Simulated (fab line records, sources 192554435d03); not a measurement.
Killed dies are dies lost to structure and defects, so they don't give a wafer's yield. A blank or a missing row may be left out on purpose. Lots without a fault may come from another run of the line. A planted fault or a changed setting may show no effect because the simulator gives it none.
fab line records | flow n5_finfet
record lots=7 wafers=39
route steps=1938 shown BEOL_M8@1377 BEOL_M10@1488
start_h: hours from the record's first day to the start of the lot's first wafer shown | wait_h: hours since the lot's step before | " the same as in the row above | L1.1+2: a row that stands for several wafers | - no value, or no start given | * or withheld: withheld | < > ~ a bound
route shown NAME@n: a module of which the file shows steps, and the number in the route of the first | usual: mean/standard deviation of fault-free wafers | same: alike in all rows | chamber/n: place in a boat | sites: the reading at each site | _std_site: their standard deviation | _edge_site: outer sites' mean less inner sites' | radius_mm: how far each site lies from the wafer's centre | mask NAME#n: copy n | behind: the tool/chamber that last shaped the wafer | hold: why the lot was held/for how many hours/how that ended | device: the transistor (n, p or np) that didn't switch | end of line: the same wafers' tests at the end of the route | a step without rows: its recipe alone | killed: dies lost to structure and defects at the first sort, not the wafer's yield | map: a wafer's dies, x killed, . not, _ none there
set.NAME: the setting as run; set.NAME@STEP: as run at that earlier step | model.NAME: the simulator's own value behind a step, which no gauge read
lots whose settings were changed on purpose; a table a step, a row a wafer
## steps
# step N5_BEOL_M8_TRENCH_ETCH_37
# recipe chemistry=C4F6/O2 target_depth_a=934.78 target=SiCOH_lowk time_s=31.2 ion_energy_ev=250 pressure_mtorr=30 source_w=345 bias_w=185 Ar_flow_sccm=300 C4F6_flow_sccm=10 O2_flow_sccm=10
# columns lot.wafer tool chamber start_h wait_h set.time_s model.BEOL_M8.feature_depth_nm model.etch.depth_nm model.TiN_of_BEOL_M8_HM_DEP_02.thk_nm
L074.1 rie_diel-03 2 - - 31.2 92 92.07 17.4
L074.2 " 1 " " 31.2 89.8 89.79 17.4
L074.3 " 0 " " 31.2 93.2 93.28 17
L074.4 " 3 " " 31.2 94.2 94.18 17.2
L074.5 " 2 " " 31.2 93.2 93.21 17.2
L074.6 " 3 " " 31.2 93.8 93.79 17
L082.1 rie_diel-04 3 - - 31.2 94.2 94.19 17.6
L082.2 " 2 " " 31.2 94.2 94.12 17.6
L082.4 " 1 " " 31.2 94.4 94.45 17.6
L085.1 rie_diel-03 1 - - 31.2 93.2 93.15 17.6
L085.2 " 3 " " 31.2 93.2 93.22 17.6
L085.3 " 0 " " 31.2 91.8 91.89 17.6
L085.4 " 2 " " 31.2 92.8 92.76 17.4
L085.5 " 0 " " 31.2 91.4 91.39 17.8
L085.6 " 3 " " 31.2 93 93.09 17.4
L090.1 rie_diel-04 1 - - 38.65 117.2 117.3 17
L090.2 " 0 " " 31.2 94 93.93 17.6
L090.3 " 2 " " 38.65 114.8 114.7 17
L090.4 " 3 " " 38.65 117.2 117.1 17
L090.5 " 1 " " 31.2 93.8 93.83 17.8
L090.6 " 0 " " 31.2 93.6 93.62 17.6
L091.1 rie_diel-06 3 - - 31.2 91.4 91.35 17.8
L091.2 " 1 " " 31.2 93.2 93.19 17.6
L091.3 " 2 " " 31.2 93.2 93.11 17.6
L091.4 " 1 " " 31.2 93 92.96 17.4
L091.5 " 2 " " 31.2 92.6 92.55 17.8
L091.6 " 3 " " 31.2 90.6 90.67 17.6
L095.1 rie_diel-06 1 - - 31.2 92.8 92.7 16.8
L095.2 " 3 " " 31.2 95.4 95.48 17
L095.3 " 2 " " 48.54 145.2 145.2 15.6
L095.4 " 2 " " 48.54 145.6 145.6 15.8
L095.5 " 1 " " 48.54 144.2 144.1 15.6
L095.6 " 3 " " 31.2 95.8 95.87 17
L097.1 rie_diel-06 3 - - 16.4 51.2 51.13 18.6
L097.2 " 1 " " 31.2 94.2 94.22 17.4
L097.3 " 2 " " 31.2 93.8 93.74 17.6
L097.4 " 1 " " 31.2 95 94.91 17.2
L097.5 " 2 " " 16.4 49.2 49.29 18.8
L097.6 " 3 " " 16.4 50.6 50.62 18.6
# step N5_BEOL_M8_ETCH_41
# recipe chemistry=CH3F/O2 target=SiCN target_depth_a=319 taper_deg=2 time_s=57.8 ion_energy_ev=120 mask_material=TiN pressure_mtorr=30 source_w=395 bias_w=75 Ar_flow_sccm=150 CH3F_flow_sccm=30 O2_flow_sccm=20
# step N5_BEOL_M8_STRIP_80
# recipe chemistry=N2/H2 time_s=10 power_w=450 temp_c=40 pressure_mtorr=20 rf_frequency_hz=6e+07 bias_power_w=7 n2_flow_sccm=200 h2_flow_sccm=200
# step N5_BEOL_M8_OCD_MEAS_38
# usual trench_depth_nm=93.4/1.3
# columns lot.wafer tool chamber start_h wait_h set.time_s@BEOL_M8_TRENCH_ETCH_37 trench_depth_nm
L074.1 ocd-01 - 200.55 - 31.2 91.9
L074.2 " - " " 31.2 89.5
L074.3 " - " " 31.2 93.4
L074.4 " - " " 31.2 93.9
L074.5 " - " " 31.2 93.3
L074.6 " - " " 31.2 93.6
L082.1 ocd-01 - 248.18 - 31.2 94.0
L082.2 " - " " 31.2 94.1
L082.4 " - " " 31.2 94.7
L085.1 ocd-01 - 266.74 - 31.2 93.2
L085.2 " - " " 31.2 93.5
L085.3 " - " " 31.2 91.6
L085.4 " - " " 31.2 92.7
L085.5 " - " " 31.2 91.4
L085.6 " - " " 31.2 93.1
L090.1 ocd-02 - 290.90 - 38.65 117.4
L090.2 " - " " 31.2 93.4
L090.3 " - " " 38.65 114.8
L090.4 " - " " 38.65 117.2
L090.5 " - " " 31.2 93.3
L090.6 " - " " 31.2 93.4
L091.1 ocd-01 - 299.86 - 31.2 91.3
L091.2 " - " " 31.2 93.2
L091.3 " - " " 31.2 93.5
L091.4 " - " " 31.2 93.3
L091.5 " - " " 31.2 92.4
L091.6 " - " " 31.2 90.7
L095.1 ocd-01 - 349.53 - 31.2 92.4
L095.2 " - " " 31.2 95.6
L095.3 " - " " 48.54 145.3
L095.4 " - " " 48.54 145.5
L095.5 " - " " 48.54 144.0
L095.6 " - " " 31.2 95.9
L097.1 ocd-01 - 353.12 - 16.4 51.1
L097.2 " - " " 31.2 94.3
L097.3 " - " " 31.2 93.5
L097.4 " - " " 31.2 94.9
L097.5 " - " " 16.4 49.6
L097.6 " - " " 16.4 50.9
# step N5_BEOL_M8_HM_STRIP_39
# recipe chemistry=peroxide_tin_strip material=TiN target_depth_a=250 temp_c=50 time_s=158
# step N5_BEOL_M8_SRD_40
# recipe time_s=30 temp_c=23 rinse_liquid=diw dry=ipa_marangoni
# step N5_BEOL_M8_ECD_50
# recipe material=Cu target_thk_a=3000
# step N5_BEOL_M8_ANNEAL_51
# recipe temp_c=225 time_s=90 ambient=N2
# step N5_BEOL_M8_CMP_52
# recipe stop_on=SiCOH_lowk t_overpolish_s=6.9 down_force_psi=1 platen_rpm=50 clearing_platen_down_force_psi=1.5 clearing_platen_rpm=50 post_cmp_clean=cu_alkaline target_thk_nm=80 clearing_platen_pad_velocity_m_s=0.99484 pad_velocity_m_s=0.99484
# columns lot.wafer tool chamber start_h wait_h set.time_s@BEOL_M8_TRENCH_ETCH_37 model.Cu_of_BEOL_M8_ECD_50.thk_nm
L074.1 cmp-03 3 203.21 0.3 31.2 80.8
L074.4 " 0 " " 31.2 81.4
L074.3 " 1 " " 31.2 81
L074.2 " 2 " " 31.2 76.8
L074.6 " 3 " " 31.2 81.2
L074.5 " 0 " " 31.2 79.8
L082.2+4 cmp-02 1,2 250.46 0.2 31.2 81.8
L082.1 " 3 " " 31.2 81
L085.2 cmp-03 2 270.05 0.2 31.2 79.8
L085.1 " 3 " " 31.2 80.4
L085.4 " 0 " " 31.2 79.4
L085.3 " 1 " " 31.2 79
L085.6 " 2 " " 31.2 79.2
L085.5 " 3 " " 31.2 78.4
L090.3 cmp-03 3 294.14 0.2 38.65 101.6
L090.4 " 0 " " 38.65 104.4
L090.2 " 1 " " 31.2 81.8
L090.1 " 2 " " 38.65 103.8
L090.5 " 3 " " 31.2 81.4
L090.6 " 0 " " 31.2 80.4
L091.3 cmp-02 1 303.08 0.2 31.2 80
L091.4 " 2 " " 31.2 79.8
L091.1 " 3 " " 31.2 76.8
L091.2 " 0 " " 31.2 80.2
L091.6 " 1 " " 31.2 77
L091.5 " 2 " " 31.2 78.2
L095.2 cmp-03 1 351.68 0.2 31.2 81.8
L095.4 " 2 " " 48.54 130.6
L095.1 " 3 " " 31.2 80
L095.3 " 0 " " 48.54 131.2
L095.6 " 1 " " 31.2 81.4
L095.5 " 2 " " 48.54 129.2
L097.3 cmp-03 3 356.92 0.2 31.2 79
L097.2 " 0 " " 31.2 78
L097.4 " 1 " " 31.2 80.4
L097.1 " 2 " " 16.4 36.2
L097.6 " 3 " " 16.4 36.6
L097.5 " 0 " " 16.4 35.2
# step N5_BEOL_M8_THK_MEAS_53
# recipe thk_meas_gauge=xrf reads=Cu_of_BEOL_M8_ECD_50
# usual M8_THK=78.9/1.6
# columns lot.wafer tool chamber start_h wait_h set.time_s@BEOL_M8_TRENCH_ETCH_37 M8_THK[nm]
L074.1 film_metro-01 - 203.51 - 31.2 79.1
L074.2 " - " " 31.2 75.7
L074.3 " - " " 31.2 79.6
L074.4 " - " " 31.2 79.9
L074.5 " - " " 31.2 78.5
L074.6 " - " " 31.2 80.0
L082.1 film_metro-01 - 250.76 - 31.2 79.2
L082.2 " - " " 31.2 79.9
L082.4 " - " " 31.2 79.9
L085.1 film_metro-02 - 270.34 - 31.2 80.9
L085.2 " - " " 31.2 79.9
L085.3 " - " " 31.2 79.1
L085.4 " - " " 31.2 79.3
L085.5 " - " " 31.2 78.8
L085.6 " - " " 31.2 79.2
L090.1 film_metro-01 - 294.44 - 38.65 103.2
L090.2 " - " " 31.2 81.5
L090.3 " - " " 38.65 101.0
L090.4 " - " " 38.65 103.7
L090.5 " - " " 31.2 80.7
L090.6 " - " " 31.2 80.0
L091.1 film_metro-01 - 303.37 - 31.2 76.3
L091.2 " - " " 31.2 79.8
L091.3 " - " " 31.2 79.4
L091.4 " - " " 31.2 79.7
L091.5 " - " " 31.2 77.8
L091.6 " - " " 31.2 76.7
L095.1 film_metro-02 - 351.97 - 31.2 79.8
L095.2 " - " " 31.2 81.8
L095.3 " - " " 48.54 131.3
L095.4 " - " " 48.54 131.0
L095.5 " - " " 48.54 128.9
L095.6 " - " " 31.2 81.7
L097.1 film_metro-02 - 357.22 - 16.4 36.0
L097.2 " - " " 31.2 77.9
L097.3 " - " " 31.2 78.7
L097.4 " - " " 31.2 79.7
L097.5 " - " " 16.4 35.0
L097.6 " - " " 16.4 36.4
# step N5_BEOL_M8_PRE_CLEAN_55
# recipe gas=NH3 time_s=15 temp_c=withheld rf_power_w=300
# step N5_BEOL_M8_DEP_56
# recipe material=SiCN target_thk_a=100 temp_c=withheld precursor=3MS/NH3 pressure_torr=3 rf_w=202 time_s=17.5
# step N5_BEOL_M8_RS_MEAS_57
# recipe thk_meas_gauge=four-point-probe reads=Cu_of_BEOL_M8_ECD_50+Co_of_BEOL_M8_CVD_78+TaN_of_BEOL_M8_ALD_77
# usual M8_RS=0.287/0.0065
# columns lot.wafer tool chamber start_h wait_h set.time_s@BEOL_M8_TRENCH_ETCH_37 M8_RS[ohm/sq]
L074.1 film_metro-01 - 203.64 0.1 31.2 0.283
L074.2 " - " " 31.2 0.300
L074.3 " - " " 31.2 0.282
L074.4 " - " " 31.2 0.280
L074.5 " - " " 31.2 0.287
L074.6 " - " " 31.2 0.281
L082.1 film_metro-02 - 250.89 0.1 31.2 0.281
L082.2 " - " " 31.2 0.278
L082.4 " - " " 31.2 0.278
L085.1 film_metro-01 - 270.47 0.1 31.2 0.284
L085.2 " - " " 31.2 0.288
L085.3 " - " " 31.2 0.290
L085.4 " - " " 31.2 0.289
L085.5 " - " " 31.2 0.292
L085.6 " - " " 31.2 0.289
L090.1 film_metro-01 - 294.60 0.1 38.65 0.211
L090.2 " - " " 31.2 0.278
L090.3 " - " " 38.65 0.217
L090.4 " - " " 38.65 0.211
L090.5 " - " " 31.2 0.280
L090.6 " - " " 31.2 0.284
L091.1 film_metro-01 - 303.50 0.1 31.2 0.301
L091.2 " - " " 31.2 0.285
L091.3 " - " " 31.2 0.286
L091.4 " - " " 31.2 0.287
L091.5 " - " " 31.2 0.294
L091.6 " - " " 31.2 0.300
L095.1 film_metro-02 - 352.10 0.1 31.2 0.285
L095.2 " - " " 31.2 0.278
L095.3 " - " " 48.54 0.163
L095.4 " - " " 48.54 0.163
L095.5 " - " " 48.54 0.165
L095.6 " - " " 31.2 0.280
L097.1 film_metro-01 - 357.38 0.1 16.4 0.766
L097.2 " - " " 31.2 0.295
L097.3 " - " " 31.2 0.290
L097.4 " - " " 31.2 0.285
L097.5 " - " " 16.4 0.793
L097.6 " - " " 16.4 0.754
# step N5_BEOL_M10_ETCH_62
# recipe chemistry=N2/H2 target=SOC target_depth_a=1100 overetch_a=220 mask_material=SiARC temp_c=40 time_s=165 ion_energy_ev=200 pressure_mtorr=30 source_w=840 bias_w=150 n2_flow_sccm=200 h2_flow_sccm=200
# columns lot.wafer tool chamber start_h wait_h set.time_s model.etch.depth_nm model.SiARC_of_BEOL_M10_COAT_60.thk_nm model.BEOL_M10.cd_offset_nm
L074.1 rie_diel-04 2 212.91 0.0 165 100 23.4 -0.2
L074.2 " 3 " " 165 100.2 23.2 0
L074.3 " 1 " " 226.5 100.3 20.6 1.6
L074.4 " 0 " " 165 99.81 23.4 -0.2
L074.5 " 3 " " 226.5 100 20.6 1.2
L074.6 " 2 " " 226.5 99.76 20.8 1.2
L082.1 rie_diel-03 2 262.19 0.0 165 99.83 23.6 0
L082.2 " 1 " " 165 100.2 23.4 0.6
L082.4 " 3 " " 165 100 23.4 0.2
L085.1 rie_diel-04 3 280.21 0.0 165 99.89 23.4 0.4
L085.2 " 1 " " 165 99.99 23.6 0.6
L085.3 " 2 " " 165 100.1 23.4 -0.4
L085.4 " 0 " " 165 99.99 23.6 0.4
L085.5 " 0 " " 165 99.9 23.6 0.6
L085.6 " 1 " " 165 99.98 23.4 0.8
L090.1 rie_diel-06 3 305.80 0.0 97.14 76.93 26.4 -1
L090.2 " 2 " " 97.14 77.47 26.2 -1.2
L090.3 " 1 " " 97.14 78.36 26.4 -1
L090.4 " 1 " " 165 99.93 23.6 -0.4
L090.5 " 2 " " 165 100.3 23.6 0.2
L090.6 " 3 " " 165 100.1 23.6 0.6
L091.1 rie_diel-04 0 316.82 0.0 100.2 80.25 26.2 -1.6
L091.2 " 1 " " 100.2 81.03 26 -2.2
L091.3+4 " 3,2 " " 165 100.1 23.4 0
L091.5 " 0 " " 100.2 80.57 26.2 -2
L091.6 " 1 " " 165 99.89 23.6 -0.2
L095.1 rie_diel-04 3 362.10 0.0 246.8 100.5 20 1.8
L095.2 " 1 " " 246.8 100.7 20 1.4
L095.3 " 2 " " 165 100.3 23.4 0
L095.4 " 0 " " 165 100.6 23.6 0
L095.5 " 3 " " 246.8 100.5 20.2 2.4
L095.6 " 2 " " 165 100.8 23.4 -0.4
L097.1 rie_diel-03 0 369.12 0.0 165 99.66 23.8 0.4
L097.2 " 1 " " 222.2 100.1 21.6 1.2
L097.3 " 2 " " 165 100.2 23.8 0
L097.4 " 3 " " 222.2 100 21.4 1.6
L097.5 " 3 " " 165 100 23.6 0
L097.6 " 2 " " 222.2 99.85 21.4 1.2
# step N5_BEOL_M10_STRIP_68
# recipe chemistry=N2/H2 temp_c=40 n2_flow_sccm=200 h2_flow_sccm=200 rf_frequency_hz=6e+07
# step N5_BEOL_M10_STRIP_67
# recipe chemistry=CF4 resist=SiARC power_w=300 bias_power_w=75 pressure_mtorr=50 cf4_flow_sccm=150 rf_frequency_hz=6e+07
# step N5_BEOL_M10_HM_OPEN_17
# recipe chemistry=Cl2/BCl3 target_depth_a=200 overetch_a=60 target=TiN mask_material=SOC ion_energy_ev=150 pressure_mtorr=10 icp_w=1000 bias_w=126 Cl2_flow_sccm=53.25 bcl3_flow_sccm=21.75 Ar_flow_sccm=25
# step N5_BEOL_M10_STRIP_19
# recipe chemistry=O2 power_w=400 temp_c=40 pressure_mtorr=30 rf_frequency_hz=6e+07 bias_power_w=0 overash_fraction=0.2 o2_flow_sccm=225
# step N5_BEOL_M10_CD_MEAS_18
# recipe pitch_nm=140 target_cd_nm=70
# usual cd_nm=70.1/0.51
# columns lot.wafer tool chamber start_h wait_h set.time_s@BEOL_M10_ETCH_62 cd_nm
L074.1 cd_sem-02 - 213.27 0.0 165 69.8
L074.2 " - " " 165 69.6
L074.3 " - " " 226.5 71.7
L074.4 " - " " 165 69.9
L074.5 " - " " 226.5 71.2
L074.6 " - " " 226.5 71.0
L082.1 cd_sem-01 - 262.65 0.0 165 70.5
L082.2 " - " " 165 71.0
L082.4 " - " " 165 70.1
L085.1 cd_sem-01 - 280.57 0.0 165 70.2
L085.2 " - " " 165 70.4
L085.3 " - " " 165 69.7
L085.4 " - " " 165 70.8
L085.5 " - " " 165 70.7
L085.6 " - " " 165 70.8
L090.1 cd_sem-03 - 306.29 0.0 97.14 -
L090.2 " - " " 97.14 -
L090.3 " - " " 97.14 -
L090.4 " - " " 165 69.4
L090.5 " - " " 165 70.3
L090.6 " - " " 165 71.1
L091.1 cd_sem-02 - 317.19 0.0 100.2 -
L091.2 " - " " 100.2 -
L091.3 " - " " 165 70.0
L091.4 " - " " 165 70.1
L091.5 " - " " 100.2 -
L091.6 " - " " 165 69.7
L095.1 cd_sem-02 - 362.47 0.0 246.8 72.0
L095.2 " - " " 246.8 72.1
L095.3 " - " " 165 69.9
L095.4 " - " " 165 69.9
L095.5 " - " " 246.8 72.8
L095.6 " - " " 165 69.8
L097.1 cd_sem-03 - 369.49 0.0 165 70.6
L097.2 " - " " 222.2 71.8
L097.3 " - " " 165 70.1
L097.4 " - " " 222.2 72.2
L097.5 " - " " 165 70.0
L097.6 " - " " 222.2 71.7
# step N5_BEOL_M10_COAT_63
# recipe resist=SOC temp_c=250 time_s=60 spin_rpm=1500 resist_thk_nm=100
# step N5_BEOL_M10_COAT_64
# recipe resist=SiARC temp_c=220 time_s=60 spin_rpm=1500 resist_thk_nm=30
# step N5_BEOL_M10_PRECLEAN_42
# recipe chemistry=residue_remover time_s=60 temp_c=40
# step N5_BEOL_M10_SRD_43
# recipe time_s=30 temp_c=23 rinse_liquid=diw dry=ipa_marangoni
# step N5_BEOL_M10_CD_MEAS_35
# recipe target_cd_nm=70 polarity=opening
# usual cd_nm=70.0/0.53
# columns lot.wafer tool chamber start_h wait_h set.time_s@BEOL_M10_ETCH_62 cd_nm
L074.1 cd_sem-01 - 215.75 0.0 165 69.7
L074.2 " - " " 165 69.9
L074.3 " - " " 226.5 71.8
L074.4 " - " " 165 69.7
L074.5 " - " " 226.5 71.4
L074.6 " - " " 226.5 71.4
L082.1 cd_sem-02 - 263.85 0.0 165 69.9
L082.2 " - " " 165 70.7
L082.4 " - " " 165 70.3
L085.1 cd_sem-01 - 282.34 0.0 165 70.6
L085.2 " - " " 165 70.3
L085.3 " - " " 165 69.6
L085.4 " - " " 165 70.1
L085.5 " - " " 165 70.7
L085.6 " - " " 165 71.1
L090.1 cd_sem-01 - 310.72 0.0 97.14 -
L090.2 " - " " 97.14 -
L090.3 " - " " 97.14 -
L090.4 " - " " 165 69.5
L090.5 " - " " 165 70.5
L090.6 " - " " 165 70.8
L091.1 cd_sem-02 - 322.39 0.0 100.2 -
L091.2 " - " " 100.2 -
L091.3 " - " " 165 70.3
L091.4 " - " " 165 70.0
L091.5 " - " " 100.2 -
L091.6 " - " " 165 70.1
L095.1 cd_sem-02 - 364.29 0.0 246.8 72.3
L095.2 " - " " 246.8 71.7
L095.3 " - " " 165 70.1
L095.4 " - " " 165 70.0
L095.5 " - " " 246.8 72.6
L095.6 " - " " 165 69.6
L097.1 cd_sem-01 - 370.71 0.0 165 70.4
L097.2 " - " " 222.2 71.6
L097.3 " - " " 165 70.1
L097.4 " - " " 222.2 72.0
L097.5 " - " " 165 70.3
L097.6 " - " " 222.2 71.5
## key
split step=N5_BEOL_M8_TRENCH_ETCH_37 setting=time_s stated=31.2 by=wafer
response step=N5_BEOL_M8_TRENCH_ETCH_37 reading=model.BEOL_M8.feature_depth_nm change=+0.918 per=1% r=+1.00
response step=N5_BEOL_M8_TRENCH_ETCH_37 reading=model.etch.depth_nm change=+0.917 per=1% r=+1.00
response step=N5_BEOL_M8_TRENCH_ETCH_37 reading=model.TiN_of_BEOL_M8_HM_DEP_02.thk_nm change=-0.0248 per=1% r=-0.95
response step=N5_BEOL_M8_OCD_MEAS_38 reading=trench_depth_nm change=+0.917 per=1% r=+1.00
response step=N5_BEOL_M8_CMP_52 reading=model.Cu_of_BEOL_M8_ECD_50.thk_nm change=+0.899 per=1% r=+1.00
response step=N5_BEOL_M8_THK_MEAS_53 reading=M8_THK change=+0.898 per=1% r=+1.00
response step=N5_BEOL_M8_RS_MEAS_57 reading=M8_RS shape=bent at_lowest=0.771 at_stated=0.286 at_highest=0.164
split step=N5_BEOL_M10_ETCH_62 setting=time_s stated=165 by=wafer
response step=N5_BEOL_M10_ETCH_62 reading=model.etch.depth_nm shape=bent at_lowest=77.59 at_stated=100.1 at_highest=100.6
response step=N5_BEOL_M10_ETCH_62 reading=model.SiARC_of_BEOL_M10_COAT_60.thk_nm change=-0.0681 per=1% r=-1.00
response step=N5_BEOL_M10_ETCH_62 reading=model.BEOL_M10.cd_offset_nm change=+0.0384 per=1% r=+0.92
response step=N5_BEOL_M10_CD_MEAS_18 reading=cd_nm change=+0.0465 per=1% r=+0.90
response step=N5_BEOL_M10_CD_MEAS_35 reading=cd_nm change=+0.0454 per=1% r=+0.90
